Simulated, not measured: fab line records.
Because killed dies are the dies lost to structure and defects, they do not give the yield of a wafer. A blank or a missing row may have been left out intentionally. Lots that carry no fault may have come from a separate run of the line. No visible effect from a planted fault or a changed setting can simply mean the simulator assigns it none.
One fault through the eyes of 2 desks / flow n5_finfet / numbers are kept per desk, each desk with only its own; the story behind them comes last

== TOOL OWNER'S DESK, arfi_scanner-01 ==
The tool's own readings at N5_SDB_EXPOSE_08 (exposes mask SDB): means of the sampled wafers that have a number, for each lot that ran on this tool. Marked OUT: a lot whose mean sits more than 4 standard deviations from the usual mean, which makes it out of limits; the brackets give that distance.
Columns: A = exposure_dose_mJ_cm2 at N5_SDB_EXPOSE_08, usual 49.57
lot=L946; first seen here=day 5 12:17; A=49.56
lot=L949; first seen here=day 6 05:42; A=49.62
lot=L955; first seen here=day 7 16:45; A=45.98 (-64) OUT
lot=L956; first seen here=day 8 01:07; A=46.73 (-51) OUT
This desk finds L955, L956 out of limits, L955 being first, at day 7 16:45 (exposure_dose_mJ_cm2 at N5_SDB_EXPOSE_08). L946, L949: within limits.

== AT THE METROLOGY DESK ==
What the gauges read for every lot (on any tool): the sampled wafers with a number, averaged. Marked OUT: a lot whose mean sits more than 4 standard deviations from the usual mean, which makes it out of limits; the brackets give that distance. Shown are 7 of the 11 readings it has, namely the first that went out of limits plus those furthest out on some lot.
Columns: A = cd_nm at N5_SDB_CD_MEAS_11, usual 50.3 nm; B = DIBL_N at N5_BEOL_M4_RC_MEAS_101, usual 36.6 mV/V; C = DIBL_P at N5_BEOL_M4_RC_MEAS_101, usual 36.4 mV/V; D = ION_N at N5_BEOL_M4_RC_MEAS_101, usual 678 uA/um; E = SS_N at N5_BEOL_M4_RC_MEAS_101, usual 71.5 mV/dec; F = VT_N at N5_BEOL_M4_RC_MEAS_101, usual 248.5 mV; G = VT_P at N5_BEOL_M4_RC_MEAS_101, usual -249 mV
lot=L940; first seen here=day 4 01:36; A=50.4; B=38.5; C=36.3; D=684; E=71.7; F=245.8; G=-248
lot=L941; first seen here=day 4 07:28; A=49.8; B=34.5; C=33.3; D=662; E=70.5; F=254.3; G=-250
lot=L946; first seen here=day 5 12:25; A=50.5; B=36.1; C=36.4; D=676; E=71.3; F=252.0; G=-254
lot=L949; first seen here=day 6 05:49; A=50.3; B=35.4; C=35.1; D=669; E=71.2; F=249.2; G=-251
lot=L955; first seen here=day 7 16:52; A=41.7 (-10) OUT; B=36.3; C=35.9; D=671; E=71.9; F=250.2; G=-254
lot=L956; first seen here=day 8 01:14; A=44.8 (-6.6) OUT; B=36.7; C=37.1; D=673; E=71.4; F=249.2; G=-252
lot=L959; first seen here=day 8 23:33; A=51.5; B=38.1; C=36.9; D=680; E=71.7; F=249.0; G=-253
lot=L960; first seen here=day 9 05:19; A=49.3; B=37.2; C=38.6; D=676; E=72.1; F=250.7; G=-249
lot=L961; first seen here=day 9 17:14; A=50.1; B=37.6; C=37.3; D=694; E=71.6; F=244.3; G=-248
This desk finds L955, L956 out of limits, L955 being first, at day 7 16:52 (cd_nm at N5_SDB_CD_MEAS_11). L940, L941, L946, L949, L959, L960, L961: within limits.

== ALL TOGETHER ==
An alarm could have come from the tool owner's desk at day 7 16:45, on L955, L956.
L955, L956 would have let the metrology desk raise an alarm at day 7 16:52.
N5_SDB_EXPOSE_08 was run on arfi_scanner-01 by each of the lots named.

== WHAT THE SIMULATOR PUT IN ==
Process parameters drifting: arfi_scanner-01 at N5_SDB_EXPOSE_08, beginning at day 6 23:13. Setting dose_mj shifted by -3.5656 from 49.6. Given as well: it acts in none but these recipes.
Shown lots that were struck: L955, L956.
Fault start to first reading out of limits, in hours, per desk: tool owner, 18; metrology, 18.
